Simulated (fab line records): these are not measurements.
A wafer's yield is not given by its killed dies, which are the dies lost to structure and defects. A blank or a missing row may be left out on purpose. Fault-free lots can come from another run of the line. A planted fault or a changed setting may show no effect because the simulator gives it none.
Commonality check across tools    flow n5-finfet    Sample size 9 lots and 27 wafers

## WHY THIS WAS OPENED
N5_BEOL_M2_THK_MEAS_01, reading M2_ILD_THK: flagged on 1 of 9 lots. Wafers without a fault read 79.1 nm, standard deviation 1.3.
Rule: flag the lot when none of its wafers has a number, or when each of its wafers that has one lies beyond 4 standard deviations from that mean. The other lots count as sound.

lot   measured      on             M2_ILD_THK (nm), wafer by wafer  flag
L487  day 7 01:00   film-metro-01  78.7 79.9 79.4                   
L494  day 8 17:11   film-metro-01  77.9 80.0 80.5                   
L496  day 9 03:35   film-metro-02  80.2 81.8 82.2                   
L500  day 9 21:54   film-metro-01  95.0 94.6 95.6                   FLAGGED
L503  day 10 21:47  film-metro-02  77.8 77.3 80.3                   
L504  day 10 23:14  film-metro-01  78.7 79.1 79.6                   
L505  day 11 03:56  film-metro-02  78.5 79.5 78.3                   
L507  day 11 14:39  film-metro-01  79.5 77.9 81.1                   
L508  day 12 03:11  film-metro-01  79.0 78.6 79.4                   
On average the flagged lots' numbers are 95.1 nm, which is +16.0 nm against the usual, or +12 standard deviations.

## WHICH TOOL RAN EACH LOT
Before the reading, the record contains 3 process steps out of a 1938-step route. Every cell lists first the tool, next ch and the chambers used by the sampled wafers, and last the start.
lot   flag     N5_BEOL_M1_SPUTTER_94         N5_BEOL_M1_ANNEAL_95          N5_BEOL_M2_ILD_DEP_00
L487           pvd-sputter-01, day 6 23:34   pvd-sputter-01, day 6 23:38   pecvd-02 ch 0,1, day 7 00:56
L494           pvd-sputter-01, day 8 14:37   pvd-sputter-01, day 8 14:41   pecvd-01 ch 0,1, day 8 17:07
L496           pvd-sputter-01, day 9 02:07   pvd-sputter-01, day 9 02:11   pecvd-02 ch 0,1, day 9 03:31
L500  FLAGGED  pvd-sputter-01, day 9 20:28   pvd-sputter-01, day 9 20:33   pecvd-02 ch 0,1,2, day 9 21:51
L503           pvd-sputter-03, day 10 20:23  pvd-sputter-03, day 10 20:28  pecvd-03 ch 0,2, day 10 21:43
L504           pvd-sputter-01, day 10 21:46  pvd-sputter-01, day 10 21:51  pecvd-01 ch 0,1,2, day 10 23:10
L505           pvd-sputter-01, day 11 00:58  pvd-sputter-01, day 11 01:02  pecvd-03 ch 0,1,2, day 11 03:53
L507           pvd-sputter-02, day 11 13:14  pvd-sputter-02, day 11 13:19  pecvd-03 ch 0,2, day 11 14:34
L508           pvd-sputter-03, day 12 01:47  pvd-sputter-03, day 12 01:52  pecvd-03 ch 1,2, day 12 03:07
What is done by these steps:
- N5_BEOL_M1_SPUTTER_94: material Cu, target thk 4.5 nm, time 8.29 s.
- N5_BEOL_M1_ANNEAL_95: time 240 s.
- N5_BEOL_M2_ILD_DEP_00: deposits SiOC from DEMS/O2, target thk 79 nm, time 15.3 s.
- N5_BEOL_M2_THK_MEAS_01

## FLAGGED OVER TOTAL, TOOL BY TOOL (the gauges that took the reading come last)
step                    tool            lots run  flagged  share of the flagged lots  sound lots run after its first flagged lot
N5_BEOL_M1_SPUTTER_94   pvd-sputter-01  6         1        all                        2 (L504,L505)
N5_BEOL_M1_SPUTTER_94   pvd-sputter-02  1         0        none                       -
N5_BEOL_M1_SPUTTER_94   pvd-sputter-03  2         0        none                       -
N5_BEOL_M1_ANNEAL_95    pvd-sputter-01  6         1        all                        2 (L504,L505)
N5_BEOL_M1_ANNEAL_95    pvd-sputter-02  1         0        none                       -
N5_BEOL_M1_ANNEAL_95    pvd-sputter-03  2         0        none                       -
N5_BEOL_M2_ILD_DEP_00   pecvd-01        2         0        none                       -
N5_BEOL_M2_ILD_DEP_00   pecvd-02        3         1        all                        0
N5_BEOL_M2_ILD_DEP_00   pecvd-03        4         0        none                       -
N5_BEOL_M2_THK_MEAS_01  film-metro-01   6         1        all                        3 (L504,L507,L508)
N5_BEOL_M2_THK_MEAS_01  film-metro-02   3         0        none                       -

## WHAT THE TABLE PERMITS
4 rows of the table ran every flagged lot: pvd-sputter-01 at N5_BEOL_M1_SPUTTER_94, pvd-sputter-01 at N5_BEOL_M1_ANNEAL_95, pecvd-02 at N5_BEOL_M2_ILD_DEP_00, film-metro-01 at N5_BEOL_M2_THK_MEAS_01.
- pvd-sputter-01 at N5_BEOL_M1_SPUTTER_94: 1 of its 6 lots flagged. Lots that were sound ran on it after the first flagged one (L504, L505); a persistent fault on the entire tool would not allow that.
- pvd-sputter-01 at N5_BEOL_M1_ANNEAL_95: 1 of its 6 lots flagged. Lots that were sound ran on it after the first flagged one (L504, L505); a persistent fault on the entire tool would not allow that.
- pecvd-02 at N5_BEOL_M2_ILD_DEP_00: 1 of its 3 lots flagged. Last sound lot L496 at day 9 03:31, first flagged lot L500 at day 9 21:51; a fault beginning in between fits.
- film-metro-01 at N5_BEOL_M2_THK_MEAS_01: 1 of its 6 lots flagged. Lots that were sound ran on it after the first flagged one (L504, L507, L508); a persistent fault on the entire tool would not allow that.
What remains is a single tool, pecvd-02 at N5_BEOL_M2_ILD_DEP_00.

## WHAT THE SIMULATOR HAD INSERTED
Drift in process parameters on pecvd-02 at N5_BEOL_M2_ILD_DEP_00, starting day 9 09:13. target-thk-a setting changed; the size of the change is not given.
Shown lots that were struck: L500. The same result came from the rule above.
